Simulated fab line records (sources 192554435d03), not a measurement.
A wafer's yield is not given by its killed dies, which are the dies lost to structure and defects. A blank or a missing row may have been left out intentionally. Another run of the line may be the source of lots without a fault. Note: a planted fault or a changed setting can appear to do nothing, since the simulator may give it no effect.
Lot-split experiment    flow n5_finfet    21 wafers read from 7 lots, route of 1938 steps

## THE SPLIT
At N5_DUMMY_GATE_COAT_35 (time 60 s, resist thk 10 nm), the setting spin_rpm was moved away from the recipe's 1500 rpm on 9 of the 21 wafers read, by -9.8% to +10.9%. All remaining wafers had this setting at the recipe value.

Reading taken at the split's own step.

## THE READING
SiARC_of_DUMMY_GATE_COAT_35.thk_nm (the simulator's own value, which no gauge read), in nm, at N5_DUMMY_GATE_COAT_35 (time 60 s, resist thk 10 nm). There is no usual value for it anywhere in the file.

wafer   tool, chamber at the split  spin_rpm as run, rpm  against the recipe  SiARC_of_DUMMY_GATE_COAT_35.thk_nm, nm  against lot-mates on the recipe
L074.1  litho_track-01, 0           1360                  -9.3%               10.4                                    +0.4
L074.2  litho_track-01, 0           1500                  recipe              10                                      -
L074.5  litho_track-01, 0           1360                  -9.3%               10.6                                    +0.6
L079.1  litho_track-03, 0           1615                  +7.7%               9.6                                     -0.4
L079.2  litho_track-03, 0           1500                  recipe              10                                      -
L079.5  litho_track-03, 0           1500                  recipe              10                                      -
L081.2  litho_track-01, 0           1664                  +10.9%              9.6                                     -0.4
L081.4  litho_track-01, 0           1664                  +10.9%              9.6                                     -0.4
L081.5  litho_track-01, 0           1500                  recipe              10                                      -
L083.4  litho_track-01, 0           1353                  -9.8%               10.6                                    +0.6
L083.5  litho_track-01, 0           1500                  recipe              10                                      -
L083.6  litho_track-01, 0           1500                  recipe              10                                      -
L092.1  litho_track-03, 0           1655                  +10.3%              9.4                                     -0.6
L092.4  litho_track-03, 0           1655                  +10.3%              9.6                                     -0.4
L092.6  litho_track-03, 0           1500                  recipe              10                                      -
L094.2  litho_track-03, 0           1500                  recipe              10                                      -
L094.4  litho_track-03, 0           1500                  recipe              10                                      -
L094.3  litho_track-03, 0           1366                  -8.9%               10.4                                    +0.4
L095.1  litho_track-04, 0           1500                  recipe              10                                      -
L095.2  litho_track-04, 0           1500                  recipe              10                                      -
L095.6  litho_track-04, 0           1500                  recipe              10                                      -

THE FIT
A straight line over all 21 wafers: SiARC_of_DUMMY_GATE_COAT_35.thk_nm changes by -0.0478 nm for each +1% of spin_rpm; r = -0.98; the points scatter about the line by 0.068 nm.
The same after taking each lot's own level away (the mean of its wafers on the recipe; 21 wafers): -0.0478 nm for each +1%; r = -0.98; scatter 0.068 nm.
The reading moves by 0.52 nm for the largest change in spin_rpm, on that fit.
The lots' own levels span 10.00 to 10.00 nm.
Hence the lot-to-lot level has little effect on the slope; both slopes agree.
Check: for one of the wafers moved furthest among these (+10.9%), held out of the fit, the line's prediction against its lot-mates is -0.525 nm. It came out at -0.4 nm against them.

## OTHER SPLITS APPLIED TO THESE WAFERS
Note: prior to the reading, these wafers also went through further splits. Each is held against what the fit with the lots' levels taken away leaves over:
other split on the same wafers           wafers away from the commonest value  r with SiARC_of_DUMMY_GATE_COAT_35.thk_nm (lot level and that fit taken away)
N5_ZERO_LAYER_COAT_05 spin_rpm           5                                     +0.18
N5_ZERO_LAYER_DEVELOP_10 develop_time_s  9                                     -0.01
N5_WELL_APT_EXPOSE_22 dose_mj            4                                     -0.27
N5_WELL_APT_PEB_23 peb_temp_c            7                                     +0.22
N5_FIN_SAQP_EXPOSE_13 dose_mj            9                                     -0.19
N5_FIN_SAQP_FIN_ETCH_36 icp_w            11                                    +0.21
N5_FIN_CUT_COAT_19 spin_rpm              8                                     -0.35

## FILE'S OWN FIT
SiARC_of_DUMMY_GATE_COAT_35.thk_nm changes by -0.0488 nm for each +1% of spin_rpm, r = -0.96.
